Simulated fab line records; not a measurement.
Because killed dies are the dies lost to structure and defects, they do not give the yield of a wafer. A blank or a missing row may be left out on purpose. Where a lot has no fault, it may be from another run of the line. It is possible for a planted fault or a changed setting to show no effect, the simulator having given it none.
Split-lot study ; flow n5_finfet ; 21 wafers read across 7 lots, on a route 1938 steps long

ON THE SPLIT
At N5_BEOL_M15_ILD_DEP_00 (deposits SiO2 from TEOS/O2, target thk 1629.3 nm, time 346.1 s), the setting time_s was moved away from the recipe's 346.1 s on 3 of the 21 wafers read, by -9.2% to +7.2%. The other wafers ran this setting at the recipe's value.

Split to reading: the file shows no intervening step.

THE READING
M15_ILD_THK in nanometres, read at N5_BEOL_M15_THK_MEAS_01. A value of 1632 nm with a standard deviation of 19 nm is what fault-free wafers of this fab line usually give.

wafer;tool, chamber at the split;time_s as run, s;against the recipe;M15_ILD_THK, nm;against lot-mates on the recipe
L075.1;pecvd-02, 0;346.1;recipe;1585;-
L075.2;pecvd-02, 1;346.1;recipe;1616;-
L075.5;pecvd-02, 2;346.1;recipe;1673;-
L080.2;pecvd-04, 1;346.1;recipe;1629;-
L080.5;pecvd-04, 1;346.1;recipe;1637;-
L080.6;pecvd-04, 0;346.1;recipe;1658;-
L081.1;pecvd-03, 1;346.1;recipe;1624;-
L081.3;pecvd-03, 0;346.1;recipe;1627;-
L081.5;pecvd-03, 1;346.1;recipe;1635;-
L084.1;pecvd-03, 0;346.1;recipe;1635;-
L084.2;pecvd-03, 2;314.2;-9.2%;1496;-139
L084.3;pecvd-03, 1;314.2;-9.2%;1466;-169
L088.2;pecvd-04, 2;346.1;recipe;1630;-
L088.3;pecvd-04, 1;346.1;recipe;1623;-
L088.5;pecvd-04, 2;346.1;recipe;1626;-
L096.1;pecvd-03, 1;346.1;recipe;1615;-
L096.2;pecvd-03, 0;346.1;recipe;1595;-
L096.3;pecvd-03, 2;346.1;recipe;1627;-
L092.1;pecvd-03, 1;346.1;recipe;1599;-
L092.4;pecvd-03, 2;371;+7.2%;1736;+115
L092.5;pecvd-03, 1;346.1;recipe;1643;-

THE FIT
A straight line over all 21 wafers: M15_ILD_THK changes by +15.6 nm for each +1% of time_s; r = +0.93; the points scatter about the line by 20 nm.
The same after taking each lot's own level away (the mean of its wafers on the recipe; 21 wafers): +16.5 nm for each +1%; r = +0.95; scatter 18 nm.
According to that fit, moving time_s by its largest amount changes the reading by 1.5e+02 nm.
From 1612.3 to 1641.3 nm: that is the span of the lots' own levels, equal to 1.5 times the standard deviation above.
The two slopes agree, so the slope changes little with the lot-to-lot level.
Check: with one of the wafers moved furthest among these (-9.2%) left out of the fit, the line predicts -162 nm for it against its lot-mates. Against them it came out at -139 nm.

OTHER SPLITS ON THESE WAFERS
Before the reading, these wafers also passed through other splits. Each is held against what the fit with the lots' levels taken away leaves over:
other split on the same wafers;wafers away from the commonest value;r with M15_ILD_THK (lot level and that fit taken away)
N5_BEOL_M11_TRENCH_ETCH_37 source_w;7;+0.15
N5_BEOL_M12_SPUTTER_44 time_s;6;-0.16
N5_BEOL_M12_DEP_53 time_s;4;-0.06
N5_BEOL_M14_DEP_53 time_s;8;+0.42

THE WHOLE CHAIN: every reading that the file lists as answering this split, in the file's order
step;what it does;reading;change (the file's fit);r (the file's)
N5_BEOL_M15_ILD_DEP_00;deposits SiO2 from TEOS/O2, target thk 1629.3 nm, time 346.1 s;SiO2_of_BEOL_M15_ILD_DEP_00.thk_nm (the simulator's own value, which no gauge read);+16.3 nm for each +1% of the setting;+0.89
N5_BEOL_M15_THK_MEAS_01;;M15_ILD_THK;+16.4 for each +1% of the setting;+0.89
N5_BEOL_M15_VIA_ETCH_16;etches SiO2 in C4F8/O2/Ar, target depth 1792.2 nm;etch.depth_nm (the simulator's own value, which no gauge read);+16.3 nm for each +1% of the setting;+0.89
N5_BEOL_M15_VIA_ETCH_16;etches SiO2 in C4F8/O2/Ar, target depth 1792.2 nm;coat_of_BEOL_M15_COAT_04.thk_nm (the simulator's own value, which no gauge read);-4.11 nm for each +1% of the setting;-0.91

FILE'S OWN FIT
M15_ILD_THK changes by +16.4 nm for each +1% of time_s, r = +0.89.
